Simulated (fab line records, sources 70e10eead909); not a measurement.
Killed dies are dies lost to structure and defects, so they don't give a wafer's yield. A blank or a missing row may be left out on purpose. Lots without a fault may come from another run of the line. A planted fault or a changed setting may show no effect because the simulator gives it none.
A struck lot beside a sound one | flow nand_harc | 35 steps out of a route of 1159
Sound: wafers L433.1, L433.3, L433.5. Struck: wafers L435.3, L435.5, L435.6. The cause comes at the end.
At each step with rows: each side's tool, then ch and its chambers, then its first start. Under that, the readings that differ: sound wafers | struck wafers | difference of the means | sigmas: that difference in standard deviations of wafers without a fault.
alike: readings whose means differ by less than 2 such deviations, and words and numbers that are the same on both sides. not compared: withheld readings, readings that some wafer has no value for, bounds like >300 that may hide the same value, and numbers for which the record gives no deviation and whose values overlap.
The two part at a step that has a row with sigmas, a row that says differs or no value, or rows on one side only. Numbers that don't overlap but have no deviation are shown without sigmas and don't part them. A reading that every wafer of one side lacks parts them only if that side has two wafers or more.

first, 10 steps without rows for these wafers: NHARC_A_CONTACT_DESCUM_13 (chemistry O2, time 3 s); NHARC_A_CONTACT_ETCH_88 (etches the open film in CF4, target depth 39 nm, time 65 s); NHARC_A_CONTACT_ETCH_89 (etches the open film in N2/H2, target depth 260 nm, time 475.3 s); NHARC_A_CONTACT_ETCH_30 (etches the open film in CF4/CHF3, target depth 60.5 nm, time 30.2 s); NHARC_A_CONTACT_ETCH_31 (etches the open film in O2/COS, target depth 2000 nm, time 520 s); NHARC_A_CONTACT_ETCH_134 (etches the open film in C4F8/O2/Ar, time 140 s, target depth 700 nm); NHARC_A_CONTACT_ETCH_135 (etches the open film in C4F8/O2/Ar, time 132 s, target depth 1287 nm); NHARC_A_CONTACT_ETCH_136 (etches the open film in C4F8/O2/Ar, time 132 s, target depth 1287 nm); NHARC_A_CONTACT_ETCH_137 (etches the open film in C4F8/O2/Ar, time 132 s, target depth 1287 nm); NHARC_A_CONTACT_ETCH_138 (etches the open film in C4F8/O2/Ar, time 132 s, target depth 1289 nm).
NHARC_A_CONTACT_ETCH_139: etches the open film in C4F8/O2/Ar, time 137 s, target depth 590 nm.
  sound on har_cap_etch-02 ch 0,1, day 17 17:01; struck on har_cap_etch-01 ch 0,1, day 19 16:25
  alike: chamber_pressure_mTorr
  not compared: rf_hours_counter_h
then, 23 steps without rows for these wafers: NHARC_A_CONTACT_ETCH_92 (etches the open film in CH3F/O2, target depth 40 nm, time 85.7 s); NHARC_A_CONTACT_ETCH_98 (etches the open film in C4F6/O2, target depth 20 nm, time 10 s); NHARC_A_CONTACT_STRIP_107 (strips in N2/H2); NHARC_A_CONTACT_STRIP_108 (strips in CF4/CHF3); NHARC_A_CONTACT_STRIP_109 (strips in O2/COS); NHARC_A_CONTACT_ETCH_110 (etches the open film in CF4/O2, target depth 50 nm, overetch 5 nm, time 27.5 s); NHARC_A_CONTACT_STRIP_26 (strips in O2); NHARC_A_CONTACT_STRIP_27 (strips in post etch residue remover, time 600 s); NHARC_A_CONTACT_ALD_18 (deposits TiN, target thk 3 nm, pulse time 1 s, ald cycles 150); NHARC_A_CONTACT_CVD_19 (deposits W, target thk 300 nm, time 802 s); NHARC_A_CONTACT_CMP_20 (polishes, t overpolish 30 s, target thk 300 nm); NHARC_A_CONTACT_SRD_22; NHARC_A_BLC_DEHYDRATE_00 (time 120 s); NHARC_A_BLC_HMDS_01 (time 30 s); NHARC_A_BLC_COAT_02 (time 75 s); NHARC_A_BLC_COAT_03 (time 65 s); NHARC_A_BLC_COAT_04 (resist thk 90 nm); NHARC_A_BLC_SOFTBAKE_05 (time 55 s); NHARC_A_BLC_EBR_06; NHARC_A_BLC_EXPOSE_07 (exposes mask A BLC, target cd 100 nm); NHARC_A_BLC_PEB_08 (peb time 65 s); NHARC_A_BLC_DEVELOP_09 (develop time 35 s); NHARC_A_BLC_DESCUM_15 (chemistry O2, time 3 s).
-- the record jumps here: 3 days lie between the struck wafers' starts before and after (it left off in module A_BLC and takes up again in module END, whose first step shown is number 1159 of the route) --
NHARC_END_SORT_01:
  sound on prober-02 ch 0, day 20 11:34; struck on prober-02 ch 0, day 22 07:29
  reading         | sound    | struck     | difference | sigmas
  killed_at_array | 24 17 18 | 95 92 128  | +85        | +9
  killed_dies     | 39 30 23 | 102 96 133 | +80        | +9
  alike: killed_at_other, killed_at_periphery, killed_open, killed_short

WHERE THEY PART
Only at NHARC_END_SORT_01, within this record.

WHY: what the simulator had put in
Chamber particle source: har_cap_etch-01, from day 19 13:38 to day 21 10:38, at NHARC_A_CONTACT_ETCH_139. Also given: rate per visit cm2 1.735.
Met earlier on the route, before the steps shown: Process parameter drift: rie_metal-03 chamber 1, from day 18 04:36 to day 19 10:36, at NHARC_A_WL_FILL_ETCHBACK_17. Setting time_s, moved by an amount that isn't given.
